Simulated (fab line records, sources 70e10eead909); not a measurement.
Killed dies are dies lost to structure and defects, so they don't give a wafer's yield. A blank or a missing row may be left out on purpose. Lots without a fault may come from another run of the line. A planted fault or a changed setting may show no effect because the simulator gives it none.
Chamber matching | flow nand_harc | NHARC_A_CONTACT_ETCH_106 on rie_diel-08: 4 sister chambers
The step etches the open film in CF4/O2, target depth 60 nm, overetch 6 nm, time 33 s. 14 wafers are shown with their chamber, then 7 later ones without.

WAFERS WITH THEIR CHAMBER
wafer  | chamber | showerhead_plenum_p_Torr (Torr) | rf_vpp_V (V) | oes_product_au (a.u.)
L081.1 | 2       | 1.36                            | 198.4        | 0.998
L081.2 | 0       | 1.25                            | 196.4        | 0.998
L081.5 | 2       | 1.36                            | 198.1        | 1.002
L087.1 | 3       | 1.36                            | 198.1        | 0.999
L087.3 | 2       | 1.36                            | 196.8        | 1.001
L087.5 | 2       | 1.36                            | 197.5        | 0.997
L085.1 | 0       | 1.25                            | 196.4        | 0.993
L085.4 | 2       | 1.36                            | 199.1        | 0.997
L085.6 | 3       | 1.36                            | 199.4        | 0.996
L090.1 | 3       | 1.36                            | 198.4        | 0.997
L090.4 | 2       | 1.36                            | 199.4        | 0.994
L090.6 | 1       | 1.28                            | 196.9        | 0.982
L094.2 | 1       | 1.28                            | 196.9        | 0.991
L094.4 | 0       | 1.24                            | 196.4        | 0.995

SIGNATURES (means of the wafers above)
reading                  | chamber 0 | chamber 1 | chamber 2 | chamber 3 | scatter within a chamber
showerhead_plenum_p_Torr | 1.2467    | 1.2800    | 1.3600    | 1.3600    | 0.00258
rf_vpp_V                 | 196.400   | 196.900   | 198.217   | 198.633   | 0.753
oes_product_au           | 0.99533   | 0.98650   | 0.99817   | 0.99733   | 0.00317
Rule: a wafer's distance from a chamber is the root of the sum, over the readings, of the square of ((its reading less the chamber's mean) divided by the reading's scatter). The wafer belongs to the nearest chamber; if the next one is less than 2 further off, it can't be placed. The scatter: the root of (the sum of the squares of (reading less its chamber's mean) over the shown wafers, divided by (wafers less chambers)).

WAFERS WITHOUT THEIR CHAMBER
wafer  | showerhead_plenum_p_Torr (Torr) | rf_vpp_V (V) | oes_product_au (a.u.)
L094.5 | 1.28                            | 197.0        | 0.996
L096.1 | 1.35                            | 198.5        | 0.987
L096.2 | 1.36                            | 199.1        | 1.021
L096.6 | 1.28                            | 196.9        | 0.996
L097.3 | 1.28                            | 195.3        | 0.988
L097.4 | 1.24                            | 194.5        | 0.993
L097.6 | 1.28                            | 195.9        | 0.981

WHICH CHAMBER EACH WENT THROUGH
wafer  | from the rows above     | in truth
L094.5 | 1                       | 1
L096.1 | can't be placed: 3 or 2 | 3
L096.2 | can't be placed: 2 or 3 | 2
L096.6 | 1                       | 1
L097.3 | 1                       | 1
L097.4 | 0                       | 0
L097.6 | 1                       | 1
Placed correctly: 5 of 7. Can't be placed from these rows: 2 (the true chamber is among the candidates in 2). Placed wrongly: 0.
